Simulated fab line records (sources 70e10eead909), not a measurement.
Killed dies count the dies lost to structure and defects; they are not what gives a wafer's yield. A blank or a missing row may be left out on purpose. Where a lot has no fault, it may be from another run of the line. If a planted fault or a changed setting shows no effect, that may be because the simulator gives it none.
Matching of chambers + flow nandHarc + 4 sister chambers for NHARC_A_CONTACT_ALD_18 on aldMetal-03
The step deposits TiN, target thk 3 nm, pulse time 1 s, ald cycles 150. 4 wafers are shown with their chamber, then 8 later ones without.

WAFERS PAIRED WITH THEIR CHAMBERS
| wafer  | chamber | heaterPowerW (W) |
|--------|---------|------------------|
| L417.4 | 3       | 1115             |
| L425.1 | 1       | 1217             |
| L428.5 | 2       | 1014             |
| L427.1 | 0       | 1455             |

WAFERS WHOSE CHAMBER IS MISSING
| wafer  | heaterPowerW (W) |
|--------|------------------|
| L427.2 | 1085             |
| L427.4 | 1110             |
| L438.1 | 977              |
| L438.4 | 1172             |
| L438.6 | 1255             |
| L437.1 | 1165             |
| L437.3 | 977              |
| L437.5 | 980              |

WHICH CHAMBER EACH WENT THROUGH
| wafer  | from the rows above     | in truth |
|--------|-------------------------|----------|
| L427.2 | can't be placed: 3 or 2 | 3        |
| L427.4 | 3                       | 3        |
| L438.1 | 2                       | 2        |
| L438.4 | can't be placed: 1 or 3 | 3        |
| L438.6 | 1                       | 1        |
| L437.1 | can't be placed: 3 or 1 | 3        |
| L437.3 | 2                       | 2        |
| L437.5 | 2                       | 2        |
Correctly placed: 5 of 8. Can't be placed from these rows: 3 (the true chamber is among the candidates in 3). Number placed wrongly: 0.
How it was worked out, from the rows above alone: a wafer's distance from a chamber is the root of the sum, over the readings, of the square of ((its reading less the chamber's mean) divided by the reading's scatter). If the next closest chamber is less than 2 further off than the closest, the wafer can't be placed; otherwise it belongs to the closest. Each chamber's mean is taken over the wafers shown for it. The scatter: root of mean squared gap, hidden wafer to nearest shown wafer, with one shown wafer a chamber.
